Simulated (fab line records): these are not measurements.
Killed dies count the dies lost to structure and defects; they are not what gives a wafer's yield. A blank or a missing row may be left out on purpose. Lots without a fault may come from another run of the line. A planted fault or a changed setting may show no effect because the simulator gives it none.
Problem report in the 8D (eight disciplines) form, filled by code	flow nandHarc	the parts of the form that need people (team, actions taken, sign-off) are left out

1. THE ISSUE
At NHARC_A_STAIRCASE_TRIM_235, runLengthS averages 167.0 s over 6 wafers from 2 lots, while fault-free wafers read 232.5 s, standard deviation 0.42. So: -99 or more standard deviations from the usual mean.
The step: chemistry O2, time 211.2 s.
First observed at day 14 07:31: wafer L935.4, on rieDiel-06. At this step, 36 wafers from 12 lots have a number in the record. The rule behind "out" and "out of limits": a value lying over 4 standard deviations away from the usual mean. The rest of the wafers with a number are treated as sound.

2. WHAT THIS IS AND IS NOT
question	is	is not
which readings at this step	runLengthS	drypumpMotorCurrentA, oesProductAu, showerheadPlenumPTorr, throttleValvePct
which lots	L934, L935	L923, L924, L925, L928, L938, L939, L940, L941, L944, L946
which wafers of those lots	all that have a number	-
read on which tools	rieDiel-06	rieDiel-08, rieDiel-12
when	from day 14 07:31	up to then (12 sound wafers); but 18 sound wafers of L938, L939, L940, L941, L944, L946 came after

3. SUSPECTS, AND WHAT RULES EACH OUT
Counting: any tool at a process step up to the reading is kept as a suspect provided that every lot that is out went through it and no sound lot did after the first of them.
- rieDiel-06 at NHARC_A_STAIRCASE_ETCH_230 (etches the open film in C4F8/O2, target depth 100 nm, time 40.5 s): kept. It processed each lot that is out, first L935 at day 14 07:31, and no sound lot thereafter; up to then, the last sound lot it processed was L925 at day 11 23:41. Because NHARC_A_STAIRCASE_ETCH_230 lacks a start for some lots, the hours and order of its lots are taken from NHARC_A_STAIRCASE_TRIM_235.
- rieDiel-06 at NHARC_A_STAIRCASE_ETCH_234 (etches the open film in C4F8/O2, target depth 100 nm, time 40.5 s): kept. It processed each lot that is out, first L935 at day 14 07:31, and no sound lot thereafter; up to then, the last sound lot it processed was L925 at day 11 23:41. Because NHARC_A_STAIRCASE_ETCH_234 lacks a start for some lots, the hours and order of its lots are taken from NHARC_A_STAIRCASE_TRIM_235.
- rieDiel-06 at NHARC_A_STAIRCASE_TRIM_235 (chemistry O2, time 211.2 s): kept. It processed each lot that is out, first L935 at day 14 07:31, and no sound lot thereafter; up to then, the last sound lot it processed was L925 at day 11 23:41. Out on those wafers are its own readings of runLengthS.
After the count, these remain: rieDiel-06 at NHARC_A_STAIRCASE_ETCH_230, rieDiel-06 at NHARC_A_STAIRCASE_ETCH_234 and rieDiel-06 at NHARC_A_STAIRCASE_TRIM_235.

4. THE CAUSE (what the simulator had put in)
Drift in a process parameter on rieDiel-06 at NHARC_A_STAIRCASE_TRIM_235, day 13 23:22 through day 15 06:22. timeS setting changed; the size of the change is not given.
Counting left 3 suspects, and this tool is among them.

5. SEQUENCE OF EFFECTS, ordered by route
One row per reading whose mean, taken over the struck wafers that have a number, lies over 3 standard deviations from the usual. Readings are gone through only where the record gives a usual standard deviation; hours: the median, over the lots, of the time from a lot's start at the first step in this table giving one to that lot's start at this step; sigmas: the change measured in usual standard deviations.
hours	step	reading	usual	on struck wafers	change	sigmas
0	NHARC_A_STAIRCASE_TRIM_235	runLengthS	232.5 s	167.0	-65.5	-99 or more
It contains these process steps:
- NHARC_A_STAIRCASE_TRIM_235: chemistry O2, time 211.2 s.

6. HOW IT WOULD HAVE BEEN CAUGHT EARLIER
In this record no reading fell out of limits until day 14 07:31, 8 hours after the fault had begun at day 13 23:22.
